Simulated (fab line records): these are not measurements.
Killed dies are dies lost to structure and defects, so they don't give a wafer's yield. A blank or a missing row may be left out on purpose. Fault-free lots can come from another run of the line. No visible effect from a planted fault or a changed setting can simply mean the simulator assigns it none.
Matching of chambers | flow n5-finfet | N5_HKMG_FIN_CMP_94 on cmp-01 has 4 sister chambers
The step polishes, stops on SiNx, t overpolish 4.7 s, target thk 43.299 nm. 8 wafers are shown with their chamber, then 10 later ones without.

== WAFERS, EACH WITH ITS CHAMBER ==
wafer  | chamber | motor-current-A (A) | slurry-flow-ml-min
L075.4 | 3       | 12.3                | 149.8
L080.1 | 3       | 12.3                | 149.4
L080.6 | 2       | 12.2                | 150.0
L083.1 | 2       | 12.1                | 150.4
L083.5 | 0       | 14.3                | 149.7
L083.6 | 1       | 11.6                | 149.9
L084.1 | 1       | 12.8                | 150.1
L084.3 | 0       | 14.8                | 151.0

== WAFERS WITH NO CHAMBER GIVEN ==
wafer  | motor-current-A (A) | slurry-flow-ml-min
L084.6 | 12.6                | 150.6
L089.1 | 12.9                | 149.5
L089.3 | 12.0                | 150.0
L089.4 | 14.6                | 151.2
L093.1 | 12.7                | 149.5
L093.4 | 14.4                | 149.4
L093.5 | 12.4                | 150.2
L097.1 | 15.3                | 148.8
L097.2 | 12.4                | 149.7
L097.3 | 11.8                | 150.1

== THE CHAMBER EACH PASSED THROUGH ==
wafer  | from the rows above          | in truth
L084.6 | can't be placed: 2 or 1 or 3 | 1
L089.1 | can't be placed: 3 or 1 or 2 | 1
L089.3 | can't be placed: 1 or 2 or 3 | 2
L089.4 | 0                            | 0
L093.1 | can't be placed: 3 or 1 or 2 | 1
L093.4 | 0                            | 0
L093.5 | can't be placed: 2 or 1 or 3 | 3
L097.1 | 0                            | 0
L097.2 | can't be placed: 3 or 1 or 2 | 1
L097.3 | can't be placed: 2 or 1 or 3 | 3
Placed correctly: 3 of 10. Not placeable from these rows: 7 (in 7, the candidates include the true chamber). Number placed wrongly: 0.
How it was worked out, from the rows above alone: a wafer's distance from a chamber is the root of the sum, over the readings, of the square of ((its reading less the chamber's mean) divided by the reading's scatter). If the next closest chamber is less than 2 further off than the closest, the wafer can't be placed; otherwise it belongs to the closest. Each chamber's mean is taken over the wafers shown for it. How the scatter is found: for the shown wafers, subtract from each reading the mean of its chamber, square and add these, divide the total by (wafers less chambers), then take the root.
